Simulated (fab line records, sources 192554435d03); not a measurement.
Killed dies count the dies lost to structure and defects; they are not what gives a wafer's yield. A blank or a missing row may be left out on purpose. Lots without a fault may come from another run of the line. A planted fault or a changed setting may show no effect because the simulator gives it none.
Split-lot trial    flow n5Finfet    on a route of 1938 steps: 7 lots, 21 wafers read

## SPLIT DETAILS
At N5_MIM_BOT_ETCH_ETCH_04 (etches SiNx in CF4/O2, target depth 26 nm, time 13 s), the setting timeS was moved away from the recipe's 13 s on 8 of the 21 wafers read, by -11.4% to +16.7%. This setting was run at the recipe's value on the other wafers.

The reading comes from the split's own step.

## THE READING
etch.depthNm (the simulator's own value, which no gauge read), in nm, at N5_MIM_BOT_ETCH_ETCH_04 (etches SiNx in CF4/O2, target depth 26 nm, time 13 s). The file gives no usual value for it. Average 26.68 nm, standard deviation 0.79 nm, over the 13 wafers here run with the recipe.

wafer   tool, chamber at the split  timeS as run, s  against the recipe  etch.depthNm, nm  against lot-mates on the recipe
L079.2  rieDiel-03, 2               13               recipe              25.84             -
L079.3  rieDiel-03, 0               13               recipe              26.28             -
L079.4  rieDiel-03, 1               13               recipe              26.64             -
L081.3  rieDiel-03, 2               13               recipe              25.65             -
L081.5  rieDiel-03, 2               15.15            +16.5%              30.11             +3.88
L081.6  rieDiel-03, 1               13               recipe              26.8              -
L085.1  rieDiel-05, 2               11.52            -11.4%              24.5              -2.64
L085.4  rieDiel-05, 1               13               recipe              26.38             -
L085.6  rieDiel-05, 3               13               recipe              27.9              -
L088.2  rieDiel-05, 0               13.95            +7.3%               28.38             +0.46
L088.3  rieDiel-05, 3               13               recipe              27.92             -
L088.4  rieDiel-05, 2               13.95            +7.3%               29.53             +1.61
L089.2  rieDiel-05, 1               13               recipe              26.06             -
L089.5  rieDiel-05, 3               13               recipe              27.59             -
L089.6  rieDiel-05, 2               15.17            +16.7%              31.94             +5.12
L094.2  rieDiel-03, 3               13               recipe              27.52             -
L094.3  rieDiel-03, 2               13               recipe              25.64             -
L094.4  rieDiel-03, 1               12.22            -6.0%               25.19             -1.39
L096.1  rieDiel-03, 2               13               recipe              26.67             -
L096.2  rieDiel-03, 3               11.85            -8.8%               24.73             -1.94
L096.4  rieDiel-03, 0               11.85            -8.8%               24.67             -2.00

FIT RESULTS
A straight line over all 21 wafers: etch.depthNm changes by +0.25 nm for each +1% of timeS; r = +0.92; the points scatter about the line by 0.76 nm.
The same after taking each lot's own level away (the mean of its wafers on the recipe; 21 wafers): +0.243 nm for each +1%; r = +0.94; scatter 0.65 nm.
According to that fit, moving timeS by its largest amount changes the reading by 4 nm.
Measured against the standard deviation above, the lots' own levels, which go from 26.225 to 27.920 nm, span 2.2 times it.
So the lot-to-lot level changes the slope little: the two slopes agree.
Check: +3.56 nm against its lot-mates is what the line predicts for one of the wafers moved furthest among these (+16.7%) when that wafer is left out of the fit. It came out at +5.12 nm against them.

## OTHER SPLITS APPLIED TO THESE WAFERS
These wafers also went through other splits before the reading. Each is held against what the fit with the lots' levels taken away leaves over:
other split on the same wafers      wafers away from the commonest value  r with etch.depthNm (lot level and that fit taken away)
N5_BEOL_M9_EXPOSE_08 doseMj         6                                     +0.12
N5_BEOL_M9_ETCH_62 timeS            6                                     +0.00
N5_BEOL_M10_TRENCH_ETCH_37 sourceW  6                                     +0.06
N5_BEOL_M11_VIA_ETCH_34 timeS       4                                     +0.09
N5_BEOL_M13_COAT_58 spinRpm         9                                     +0.15
N5_BEOL_M15_TRENCH_ETCH_34 biasW    8                                     -0.32
N5_MIM_BOT_LITHO_EXPOSE_05 doseMj   8                                     +0.03

## THE FILE'S OWN FIT
etch.depthNm changes by +0.251 nm for each +1% of timeS, r = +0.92.
